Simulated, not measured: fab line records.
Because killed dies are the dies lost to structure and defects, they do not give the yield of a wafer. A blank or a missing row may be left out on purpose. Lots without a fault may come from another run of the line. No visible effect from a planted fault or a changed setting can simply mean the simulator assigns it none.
fab line records	flow n5Finfet
record: lots: 4	wafers: 11	lastDay: 16
route steps=1938 shown BEOL_M10@1524 BEOL_M11@1536
lots with no fault: from the same line, run without faults
startH: the number of hours between the record's first day and the start of the first shown wafer of the lot	waitH: hours elapsed since this lot's preceding step	" the same as in the row above	L1.1+2: one row covering several wafers at once	- no value, or no start was given	* or withheld: withheld	< > ~ a bound
route shown NAME@n: a module of which the file shows steps, and the number in the route of the first	usual: mean and standard deviation over wafers with no fault	same: alike in all rows	chamber/n: place in a boat	sites: the reading at each site	_std_site: how widely they spread, as a standard deviation	_edge_site: inner sites' mean taken away from outer sites' mean	radiusMm: how far each site lies from the wafer's centre	mask NAME#n: copy n	behind: the most recent tool/chamber to have shaped the wafer	hold: reason for holding the lot/hours on hold/outcome of the hold	device: transistor that didn't switch, given as n, p or np	end of line: tests of these same wafers at the route's end	a step given without rows: its recipe and nothing more	killed: at the first sort, the dies lost to defects and structure; wafer yield is something else	map: the dies of a wafer, with x for killed, . for not killed, _ for no die there
set.NAME: the setting the step ran with; set.NAME@STEP: the setting that earlier step ran with	model.NAME: the simulator's own value behind a step, which no gauge read
lots at some steps of the route; a table a step, a row a wafer
services: the hour from which a tool's chamber was out of use, counted from the record's first day as startH (under 0 if before that day), plus the number of hours and why
== steps ==
step: N5_BEOL_M10_ALD_74
recipe: material: TaN	targetThkA: 20	tempC: 275	aldPrecursorFamily: PDMAT	aldCoReactant: NH3	pressureTorr: 3	carrierFlowSccm: 1500	pulseTimeS: 2	purgeTimeS: 3	coReactantPurgeTimeS: 2	coReactantPulseTimeS: 3	aldCycles: 40	precursorVesselTempC: 75	precursorVesselPressureTorr: 26.25	precursorVesselCarrierSccm: 1000
step: N5_BEOL_M10_SURFACE_TREAT_76
recipe: gas: Ar	timeS: *	ionEnergyEv: *	ionCurrentMaCm2: 0.5	pressureMtorr: *	arFlowSccm: 30
step: N5_BEOL_M10_CVD_75
recipe: material: Co	targetThkA: 20	tempC: withheld	precursor: CCTBA/H2	pressureTorr: 30	timeS: 138.9
step: N5_BEOL_M10_SPUTTER_48
recipe: material: Cu	targetThkA: 120	tempC: -20	biasV: 60	powerW: 26000	chamberPressurePa: 0.13	timeS: 2
step: N5_BEOL_M10_ECD_50
recipe: material: Cu	targetThkA: 3180
step: N5_BEOL_M10_ANNEAL_51
recipe: tempC: 225	timeS: 90	ambient: N2
step: N5_BEOL_M10_CMP_52
recipe: stopOn: SiCOH_lowk	tOverpolishS: 7	downForcePsi: 1	platenRpm: 50	clearingPlatenDownForcePsi: 1.5	clearingPlatenRpm: 50	postCmpClean: cuAlkaline	targetThkNm: 140	clearingPlatenPadVelocityMS: 0.99484	padVelocityMS: 0.99484
step: N5_BEOL_M10_PRE_CLEAN_55
recipe: gas: NH3	timeS: 15	tempC: withheld	rfPowerW: 300
step: N5_BEOL_M10_DEP_56
recipe: material: SiCN	targetThkA: 150	tempC: withheld	precursor: 3MS/NH3	pressureTorr: 3	rfW: 202	timeS: 26.5
step: N5_BEOL_M11_ILD_DEP_00
recipe: material: SiCOH_lowk	targetThkA: 3085.1	tempC: 300	precursor: DEMS/porogen	pressureTorr: 5	rfW: 500	timeS: 58
usual: heaterPowerW: 316/54	showerheadPlenumPTorr: 5.734/0.014	throttleValvePct: 14.5/0.8
lot.wafer	tool	chamber	startH	waitH	heaterPowerW	showerheadPlenumPTorr	throttleValvePct	model.SiCOH_lowk_of_BEOL_M11_ILD_DEP_00.thkNm
L512.3	pecvd-02	2	237.81	0.0	374	5.714	13.5	307.2
L512.4	"	0	"	"	368	5.731	15.2	313
L512.6	"	2	"	"	396	5.731	13.7	309.6
L518.3	pecvd-02	2	264.16	0.0	390	5.729	13.8	304.2
L518.4	"	1	"	"	311	5.741	14.2	312.6
L518.6	"	2	"	"	399	5.729	13.7	260.8
L519.1	pecvd-02	0	276.57	0.0	344	5.740	14.8	254
L519.6	"	2	"	"	398	5.739	13.7	258.2
L530.2	pecvd-01	1	348.69	0.0	340	5.759	16.2	314.6
L530.4	"	1	"	"	350	5.764	16.1	313.8
L530.6	"	0	"	"	232	5.717	13.8	311.6
step: N5_BEOL_M11_CURE_71
recipe: tempC: 385	timeS: 240	ambient: He/Ar	material: SiCOH_lowk
step: N5_BEOL_M11_THK_MEAS_01
recipe: reads: SiCOH_lowk_of_BEOL_M11_ILD_DEP_00
usual: M11_ILD_THK: 269/3.5
lot.wafer	tool	chamber	startH	waitH	M11_ILD_THK[nm]
L512.3	filmMetro-01	-	238.40	0.3	267
L512.4	"	-	"	"	272
L512.6	"	-	"	"	269
L518.3	filmMetro-01	-	264.75	0.3	264
L518.4	"	-	"	"	272
L518.6	"	-	"	"	226
L519.1	filmMetro-02	-	277.16	0.4	220
L519.6	"	-	"	"	224
L530.2	filmMetro-02	-	349.49	0.4	273
L530.4	"	-	"	"	273
L530.6	"	-	"	"	271
step: N5_BEOL_M11_PECVD_70
recipe: material: SiO2	targetThkA: 200	tempC: 400	precursor: TEOS/O2	pressureTorr: 5.5	rfW: 450	teosFlowSccm: 53.8	gas: O2	flowSccm: 3000	timeS: 22.7
step: N5_BEOL_M11_HM_DEP_02
recipe: material: TiN	targetThkA: 200	tempC: 25	chamberPressurePa: 0.49996
step: N5_BEOL_M11_COAT_59
recipe: resist: SOC	tempC: 250	timeS: 60	spinRpm: 1500	resistThkNm: 100
step: N5_BEOL_M11_COAT_60
recipe: resist: SiARC	tempC: 220	timeS: 60	spinRpm: 1500	resistThkNm: 30
step: N5_BEOL_M11_COAT_05
recipe: resist: CAR-ArF	spinRpm: 1500	resistThkNm: 90
step: N5_BEOL_M11_EBR_07
recipe: solvent: PGMEA	ebrWidthMm: 1.5
step: N5_BEOL_M11_SOFTBAKE_06
recipe: tempC: 110	timeS: 60	resist: CAR-ArF
step: N5_BEOL_M11_EXPOSE_08
recipe: maskId: M11	na: 1.35	sourceShape: dipole	sigmaInner: 0.411	sigmaOuter: 0.611	polarization: te	doseMj: 53.75
step: N5_BEOL_M11_PEB_09
recipe: pebTempC: withheld	pebTimeS: 60	resist: CAR-ArF
step: N5_BEOL_M11_DEVELOP_10
recipe: developTimeS: 30	developer: TMAH	resist: CAR-ArF	rinseLiquid: diw	dry: airSpin	devTempC: 23
step: N5_BEOL_M11_DESCUM_16
recipe: chemistry: O2	timeS: 7.9	sourcePowerW: 50	biasPowerW: 20	pressureMtorr: 20	rfFrequencyHz: 2.712e+07	tempC: 40	resist: CAR-ArF	o2FlowSccm: 225
step: N5_BEOL_M11_ETCH_61
recipe: chemistry: CF4	target: SiARC	targetDepthA: 390	maskMaterial: CAR-ArF	timeS: 65	ionEnergyEv: 80	pressureMtorr: 40	sourceW: 545	biasW: 36	Ar_flow_sccm: 100	cf4FlowSccm: 100	ends: cleared
step: N5_BEOL_M11_ETCH_62
recipe: chemistry: N2/H2	target: SOC	targetDepthA: 1100	overetchA: 220	maskMaterial: SiARC	tempC: 40	timeS: 165	ionEnergyEv: 200	pressureMtorr: 30	sourceW: 840	biasW: 150	n2FlowSccm: 200	h2FlowSccm: 200
step: N5_BEOL_M11_STRIP_68
recipe: chemistry: N2/H2	tempC: 40	n2FlowSccm: 200	h2FlowSccm: 200	rfFrequencyHz: 6e+07
step: N5_BEOL_M11_STRIP_67
recipe: chemistry: CF4	resist: SiARC	powerW: 300	biasPowerW: 75	pressureMtorr: 50	cf4FlowSccm: 150	rfFrequencyHz: 6e+07
step: N5_BEOL_M11_HM_OPEN_17
recipe: chemistry: Cl2/BCl3	targetDepthA: 200	overetchA: 60	target: TiN	maskMaterial: SOC	ionEnergyEv: 150	pressureMtorr: 10	icpW: 1000	biasW: 126	Cl2_flow_sccm: 53.25	bcl3FlowSccm: 21.75	Ar_flow_sccm: 25
step: N5_BEOL_M11_STRIP_19
recipe: chemistry: O2	powerW: 400	tempC: 40	pressureMtorr: 30	rfFrequencyHz: 6e+07	biasPowerW: 0	overashFraction: 0.2	o2FlowSccm: 225
step: N5_BEOL_M11_COAT_63
recipe: resist: SOC	tempC: 250	timeS: 60	spinRpm: 1500	resistThkNm: 100
step: N5_BEOL_M11_COAT_64
recipe: resist: SiARC	tempC: 220	timeS: 60	spinRpm: 1500	resistThkNm: 30
step: N5_BEOL_M11_COAT_22
recipe: resist: CAR-ArF	spinRpm: 1500	resistThkNm: 90
step: N5_BEOL_M11_EBR_24
recipe: solvent: PGMEA	ebrWidthMm: 1.5
step: N5_BEOL_M11_SOFTBAKE_23
recipe: tempC: 110	timeS: 60	resist: CAR-ArF
step: N5_BEOL_M11_EXPOSE_25
recipe: maskId: V10	na: 1.35	sourceShape: annular	sigmaInner: 0.5	sigmaOuter: 0.8	polarization: unpolarized	doseMj: 85.5
step: N5_BEOL_M11_CMP_52
recipe: stopOn: SiCOH_lowk	tOverpolishS: 7	downForcePsi: 1	platenRpm: 50	clearingPlatenDownForcePsi: 1.5	clearingPlatenRpm: 50	postCmpClean: cuAlkaline	targetThkNm: 140	clearingPlatenPadVelocityMS: 0.99484	padVelocityMS: 0.99484
usual: motorCurrentA: 6.5/0.96
lot.wafer	tool	chamber	startH	waitH	motorCurrentA	model.SiCOH_lowk_of_BEOL_M11_ILD_DEP_00.thkNm
L512.3	cmp-04	2	244.02	0.2	5.8	263.8
L512.4	"	1	"	"	7.1	269
L512.6	"	3	"	"	6.7	266
L518.4	cmp-04	2	271.23	0.1	5.9	268.6
L518.3	"	1	"	"	7.2	261.2
L518.6	"	3	"	"	7.4	223
L519.1	cmp-04	0	282.98	0.3	5.8	217
L519.6	"	1	"	"	6.9	220.6
L530.2	cmp-04	0	356.01	0.3	6.0	270.4
L530.4	"	1	"	"	7.0	269.6
L530.6	"	2	"	"	5.9	267.8
== services ==
tool	chamber	startH	hours	kind
pecvd-02	0	214.62	2.1	scheduledDown
cmp-04	-	234.49	4.0	pm
cmp-04	-	238.49	-	consumableReplace:conditioner
cmp-04	-	238.49	-	consumableReplace:pad
pecvd-02	2	241.55	5.5	scheduledDown
pecvd-02	-	245.19	5.5	pm
pecvd-02	2	255.88	2.1	scheduledDown
pecvd-01	2	266.03	5.0	scheduledDown
pecvd-02	1	289.42	5.5	scheduledDown
pecvd-02	2	292.67	13.2	repair
cmp-04	-	294.47	5.7	pm
pecvd-01	0	296.42	5.3	repair
cmp-04	-	329.56	1.9	repair
pecvd-02	2	344.81	3.0	repair
== key ==
firstSign: step: N5_BEOL_M11_THK_MEAS_01	reading: M11_ILD_THK	direction: down	sigmas: 13	usual: 269	struck: 223
effect none on later readings
modelEffect: step: N5_BEOL_M11_ILD_DEP_00	value: SiCOH_lowk_of_BEOL_M11_ILD_DEP_00.thkNm	without: 308.5	struck: 257.7
modelEffect: step: N5_BEOL_M11_CMP_52	value: SiCOH_lowk_of_BEOL_M11_ILD_DEP_00.thkNm	without: 265	struck: 220.2
metAt N5_BEOL_M11_ILD_DEP_00
struckWafers L518.6,L519.1,L519.6
onsetBetween 237.81 264.16
fault: kind: processParameterDrift	tool: pecvd-02	chamber: -	onsetH: 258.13	steps: N5_BEOL_M11_ILD_DEP_00	channel: targetThkA	offset: *	shape: step	endH: 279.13	scope: struckWafersOnly	actsIn: *	stated: *
